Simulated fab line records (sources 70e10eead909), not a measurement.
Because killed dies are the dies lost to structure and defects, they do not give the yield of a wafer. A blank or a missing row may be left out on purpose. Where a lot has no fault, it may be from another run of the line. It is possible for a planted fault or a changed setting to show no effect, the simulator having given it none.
Matching of chambers :: flow nand harc :: NHARC_THIN_TSV_CMP_01 on cmp-01: 4 sister chambers
The step polishes. 4 wafers are shown with their chamber, then 12 later ones without.

== WAFERS WITH THEIR CHAMBER ==
wafer: L086.1
chamber: 0
motor current A (A): 9.5

wafer: L086.3
chamber: 1
motor current A (A): 12.6

wafer: L085.2
chamber: 2
motor current A (A): 12.3

wafer: L085.6
chamber: 3
motor current A (A): 10.4

== WAFERS WHOSE CHAMBER IS MISSING ==
wafer: L089.3
motor current A (A): 12.9

wafer: L089.5
motor current A (A): 11.0

wafer: L089.6
motor current A (A): 9.3

wafer: L091.1
motor current A (A): 10.1

wafer: L091.3
motor current A (A): 12.9

wafer: L091.6
motor current A (A): 13.0

wafer: L093.2
motor current A (A): 12.7

wafer: L093.3
motor current A (A): 10.0

wafer: L093.5
motor current A (A): 13.1

wafer: L093.1
motor current A (A): 12.2

wafer: L093.4
motor current A (A): 11.3

wafer: L093.6
motor current A (A): 9.4

== EACH ONE'S CHAMBER ==
wafer: L089.3
from the rows above: can't be placed: 1 or 2
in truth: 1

wafer: L089.5
from the rows above: can't be placed: 3 or 2
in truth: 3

wafer: L089.6
from the rows above: 0
in truth: 0

wafer: L091.1
from the rows above: can't be placed: 3 or 0
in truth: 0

wafer: L091.3
from the rows above: can't be placed: 1 or 2
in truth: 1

wafer: L091.6
from the rows above: can't be placed: 1 or 2
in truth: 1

wafer: L093.2
from the rows above: can't be placed: 1 or 2
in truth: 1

wafer: L093.3
from the rows above: can't be placed: 3 or 0
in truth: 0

wafer: L093.5
from the rows above: can't be placed: 1 or 2
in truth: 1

wafer: L093.1
from the rows above: can't be placed: 2 or 1
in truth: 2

wafer: L093.4
from the rows above: can't be placed: 3 or 2 or 1
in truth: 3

wafer: L093.6
from the rows above: 0
in truth: 0
Correct placement for 2 of the 12. These rows do not allow placing 10 (true chamber among the candidates in 10). Placed wrongly: 0.
How it was worked out, from the rows above alone: a wafer's distance from a chamber is the root of the sum, over the readings, of the square of ((its reading less the chamber's mean) divided by the reading's scatter). If the next closest chamber is less than 2 further off than the closest, the wafer can't be placed; otherwise it belongs to the closest. For every chamber, the mean is computed from those of its wafers that are shown. The scatter: root of mean squared gap, hidden wafer to nearest shown wafer, with one shown wafer a chamber.
